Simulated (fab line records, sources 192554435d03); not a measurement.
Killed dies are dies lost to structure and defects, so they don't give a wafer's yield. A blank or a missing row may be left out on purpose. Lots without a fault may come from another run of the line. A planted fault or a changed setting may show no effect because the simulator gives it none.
One fault seen from 3 desks | flow n5_finfet | each desk has only its own numbers; what lay behind them comes last

THE METROLOGY DESK
What the gauges read, lot by lot, whatever tool the lot ran on: means of the sampled wafers that have a number. A lot is out of limits, marked OUT, if its mean lies more than 4 standard deviations from the usual mean; the brackets give that distance.
Columns: A = cd_nm at N5_BEOL_M9_CD_MEAS_11, usual 63.9 nm; B = M9_OVL at N5_BEOL_M9_OVL_MEAS_12, usual 0.0 nm
lot  | first seen here | A    | B
L318 | day 11 15:24    | 64.3 | -1.5
L321 | day 12 14:05    | 63.8 | -0.3
L329 | day 15 03:34    | 64.3 | -0.3
L334 | day 15 18:33    | 63.4 | -0.2
L335 | day 17 00:28    | 64.2 | 0.7
This desk's finding: nothing out of limits on any of the 5 lots.

THE TOOL OWNER'S DESK: rie_metal-02
The tool's own readings at N5_BEOL_M9_HM_OPEN_17 (chemistry Cl2/BCl3, target TiN, target depth 20 nm, overetch 6 nm): means of the sampled wafers that have a number, for each lot that ran on this tool. A lot is out of limits, marked OUT, if its mean lies more than 4 standard deviations from the usual mean; the brackets give that distance.
Columns: A = chamber_pressure_mTorr at N5_BEOL_M9_HM_OPEN_17, usual 10.001 mTorr; B = drypump_motor_current_A at N5_BEOL_M9_HM_OPEN_17, usual 5.7 A; C = oes_ar_750_au at N5_BEOL_M9_HM_OPEN_17, usual 0.81 a.u.; D = oes_product_au at N5_BEOL_M9_HM_OPEN_17, usual 0.69 a.u.; E = throttle_valve_pct at N5_BEOL_M9_HM_OPEN_17, usual 22.19 %
lot  | first seen here | A      | B   | C    | D    | E
L321 | day 12 14:27    | 10.000 | 5.8 | 0.68 | 0.59 | 22.42
L329 | day 15 03:55    | 9.997  | 5.7 | 0.88 | 0.76 | 22.49
This desk's finding: nothing out of limits on any of the 2 lots.

THE DEFECT DESK
What the inspections along the route counted, lot by lot: means of the sampled wafers that have a number. A lot is out of limits, marked OUT, if its mean lies more than 4 standard deviations from the usual mean; the brackets give that distance.
Columns: A = raw_defect_count at N5_BEOL_M9_INSPECT_13, usual 422
lot  | first seen here | A
L318 | day 11 15:28    | 417
L321 | day 12 14:08    | 482
L329 | day 15 03:37    | 498
L334 | day 15 18:37    | 441
L335 | day 17 00:32    | 263
This desk's finding: nothing out of limits on any of the 5 lots.

PUT TOGETHER
The metrology desk saw nothing out of limits.
The tool owner's desk saw nothing out of limits.
The defect desk saw nothing out of limits.

WHAT THE SIMULATOR HAD PUT IN
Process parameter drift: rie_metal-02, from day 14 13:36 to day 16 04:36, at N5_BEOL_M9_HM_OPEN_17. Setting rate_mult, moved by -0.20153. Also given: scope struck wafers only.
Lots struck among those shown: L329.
